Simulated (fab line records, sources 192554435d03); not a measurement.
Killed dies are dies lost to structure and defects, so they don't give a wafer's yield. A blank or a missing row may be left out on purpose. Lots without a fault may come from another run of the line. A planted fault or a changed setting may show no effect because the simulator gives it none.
A struck lot beside a sound one | flow n5_finfet | 39 steps out of a route of 1938
Sound: wafers L917.1, L917.2, L917.4. Struck: wafers L932.1, L932.3, L932.4. The cause comes at the end.
At each step with rows: each side's tool, then ch and its chambers, then its first start. Under that, the readings that differ: sound wafers | struck wafers | difference of the means | sigmas: that difference in standard deviations of wafers without a fault.
alike: readings whose means differ by less than 2 such deviations, and words and numbers that are the same on both sides. not compared: withheld readings, readings that some wafer has no value for, bounds like >300 that may hide the same value, and numbers for which the record gives no deviation and whose values overlap.
The two part at a step that has a row with sigmas, a row that says differs or no value, or rows on one side only. Numbers that don't overlap but have no deviation are shown without sigmas and don't part them. A reading that every wafer of one side lacks parts them only if that side has two wafers or more.

first, 9 steps without rows for these wafers: N5_BEOL_M4_ANNEAL_95 (time 240 s); N5_BEOL_M4_SPUTTER_96 (material Cu, target thk 4.5 nm, time 8.29 s); N5_BEOL_M4_ECD_50 (material Cu, target thk 300 nm); N5_BEOL_M4_ANNEAL_51 (time 90 s); N5_BEOL_M4_CMP_52 (polishes, stops on SiOC, t overpolish 6.8 s, target thk 40 nm); N5_BEOL_M4_PRE_CLEAN_60 (time 15 s); N5_BEOL_M4_CO_CAP_55 (material Co, precursor CCTBA/H2, target thk 2 nm, time 102.1 s); N5_BEOL_M4_PRE_CLEAN_56 (time 15 s); N5_BEOL_M4_DEP_57 (deposits SiCN from 3MS/NH3, target thk 8 nm, time 14 s).
N5_BEOL_M4_RC_MEAS_101:
  sound on prober-02 ch 0, day 10 13:08; struck on prober-01 ch 0, day 14 05:29
  reading       | sound          | struck         | difference | sigmas
  DIBL_P (mV/V) | 36.2 34.4 32.9 | 39.2 38.4 36.2 | +3.4       | +2
  alike: DIBL_N, IOFF_N, IOFF_P, ION_N, ION_P, SS_N, SS_P, VT_N, VT_P
then, 24 steps without rows for these wafers: N5_BEOL_M5_ILD_DEP_00 (deposits SiCOH lowk from DEMS/porogen, target thk 140.64 nm, time 25.9 s); N5_BEOL_M5_CURE_79 (cures SiCOH lowk, time 240 s); N5_BEOL_M5_PECVD_70 (deposits SiO2 from TEOS/O2, target thk 16 nm, time 18 s); N5_BEOL_M5_HM_DEP_02 (deposits TiN, target thk 20 nm); N5_BEOL_M5_COAT_59 (time 60 s, resist thk 60 nm); N5_BEOL_M5_COAT_60 (time 60 s, resist thk 12 nm); N5_BEOL_M5_COAT_71 (time 60 s, resist thk 5 nm); N5_BEOL_M5_COAT_05 (resist thk 30 nm); N5_BEOL_M5_EBR_07; N5_BEOL_M5_SOFTBAKE_06 (time 60 s); N5_BEOL_M5_EXPOSE_08 (exposes mask M5, target cd 28 nm); N5_BEOL_M5_PEB_09 (peb time 60 s); N5_BEOL_M5_DEVELOP_10 (develop time 30 s); N5_BEOL_M5_DESCUM_16 (chemistry O2, time 7 s); N5_BEOL_M5_ETCH_72 (etches underlayer in N2/H2, target depth 6.5 nm, time 5.2 s); N5_BEOL_M5_ETCH_61 (etches SiARC in CF4, target depth 15.6 nm, time 26 s); N5_BEOL_M5_ETCH_62 (etches SOC in N2/H2, target depth 75 nm, overetch 15 nm, time 112.5 s); N5_BEOL_M5_STRIP_63 (strips in N2/H2); N5_BEOL_M5_STRIP_73 (strips in N2/H2); N5_BEOL_M5_STRIP_64 (strips in CF4); N5_BEOL_M5_HM_OPEN_17 (chemistry Cl2/BCl3, target TiN, target depth 20 nm, overetch 6 nm); N5_BEOL_M5_STRIP_19 (strips in O2); N5_BEOL_M5_COAT_65 (time 60 s, resist thk 60 nm); N5_BEOL_M5_COAT_66 (time 60 s, resist thk 12 nm).
-- the record jumps here: 3 days lie between the struck wafers' starts before and after (it left off in module BEOL_M5 and takes up again in module BEOL_M13, whose first step shown is number 1710 of the route) --
N5_BEOL_M13_CMP_49: polishes, stops on SiOC, t overpolish 17.1 s, target thk 420 nm.
  sound on cmp-03 ch 0,1,3, day 13 23:54; struck on cmp-03 ch 1,2,3, day 17 15:05
  no value came back on the struck wafers for any of 5 readings (barrier_field_endpoint_s (s), clearing_platen_down_force_psi (psi) and others); on the sound wafers barrier_field_endpoint_s (s) reads 30.3 30.1 29.3
  reading                                 | sound             | struck            | difference | sigmas
  model.Cu_of_BEOL_M13_ECD_47.thk_nm (nm) | 415.2 427.6 424.8 | 940.4 945.4 942.4 | +520.2     |
N5_BEOL_M13_THK_MEAS_50: measures by xrf.
  sound on film_metro-02, day 14 00:12; struck on film_metro-02, day 17 15:20
  reading      | sound       | struck      | difference | sigmas
  M13_THK (nm) | 419 433 429 | 957 965 959 | +533       | +78
N5_BEOL_M13_RS_MEAS_54: measures by four-point-probe.
  sound on film_metro-02, day 14 00:20; struck on film_metro-01, day 17 15:30
  reading         | sound                | struck               | difference | sigmas
  M13_RS (ohm/sq) | 0.0453 0.0440 0.0443 | 0.0181 0.0180 0.0180 | -0.0265    | -39
N5_BEOL_M13_INSPECT_55: inspects for defects (darkfield).
  sound on defect_inspect-01, day 14 00:21; struck on defect_inspect-02, day 17 15:32
  reading          | sound    | struck         | difference | sigmas
  raw_defect_count | 61 70 64 | 3114 3253 3079 | +3084      | +99 or more
N5_PASSIVATION_PROBE_49:
  sound on prober-01, day 15 06:06; struck on prober-02, day 18 15:49
  reading                  | sound          | struck         | difference | sigmas
  defect_limited_yield (%) | 91.4 93.2 91.9 | 0 0 0          | -92        | -71
  killed_at_M4_up          | 10 12 15       | 1102 1097 1093 | +1085      | +99 or more
  killed_dies              | 101 80 95      | 1180 1180 1180 | +1088      | +73
  killed_on_rim            | 10 9 12        | 152 152 152    | +142       | +35
  sort_n_pass              | 1079 1100 1085 | 0 0 0          | -1088      | -73
  sort_yield_pct (%)       | 91.4 93.2 91.9 | 0 0 0          | -92        | -71
  alike: killed_at_M0_to_M3, killed_at_contacts, killed_at_front_end, killed_at_other, killed_open, killed_short, sort_bin_5_function, sort_bin_6_memory

WHERE THEY PART
First at N5_BEOL_M4_RC_MEAS_101; last, within this record, at N5_PASSIVATION_PROBE_49.

WHY: what the simulator had put in
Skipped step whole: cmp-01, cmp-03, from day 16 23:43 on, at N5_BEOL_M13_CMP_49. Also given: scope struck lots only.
